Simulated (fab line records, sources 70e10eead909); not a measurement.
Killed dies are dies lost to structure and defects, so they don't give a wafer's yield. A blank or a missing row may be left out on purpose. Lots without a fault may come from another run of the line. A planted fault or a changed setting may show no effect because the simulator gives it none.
Chamber matching | flow nand_harc | NHARC_A_BONDPAD_ETCH_34 on rie_diel-05: 4 sister chambers
The step etches the open film in N2/H2, target depth 60 nm, overetch 18 nm, time 65.91 s. 4 wafers are shown with their chamber, then 9 later ones without.

WAFERS WITH THEIR CHAMBER
wafer  | chamber | drypump_motor_current_A (A)
L377.5 | 2       | 6.2
L377.6 | 3       | 6.7
L383.3 | 0       | 5.6
L383.5 | 1       | 6.1

WAFERS WITHOUT THEIR CHAMBER
wafer  | drypump_motor_current_A (A)
L386.1 | 6.2
L386.3 | 5.6
L386.5 | 6.6
L385.2 | 6.2
L385.3 | 6.6
L385.5 | 6.6
L389.2 | 6.2
L389.4 | 6.0
L389.5 | 6.7

WHICH CHAMBER EACH WENT THROUGH
wafer  | from the rows above     | in truth
L386.1 | can't be placed: 2 or 1 | 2
L386.3 | 0                       | 0
L386.5 | 3                       | 3
L385.2 | can't be placed: 2 or 1 | 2
L385.3 | 3                       | 3
L385.5 | 3                       | 3
L389.2 | can't be placed: 2 or 1 | 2
L389.4 | can't be placed: 1 or 2 | 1
L389.5 | 3                       | 3
Placed correctly: 5 of 9. Can't be placed from these rows: 4 (the true chamber is among the candidates in 4). Placed wrongly: 0.
How it was worked out, from the rows above alone: a wafer's distance from a chamber is the root of the sum, over the readings, of the square of ((its reading less the chamber's mean) divided by the reading's scatter). The wafer belongs to the nearest chamber; if the next one is less than 2 further off, it can't be placed. A chamber's mean is the mean of its shown wafers. The scatter: with one shown wafer a chamber, the root of the mean of the squares of how far each hidden wafer lies from its nearest shown one.
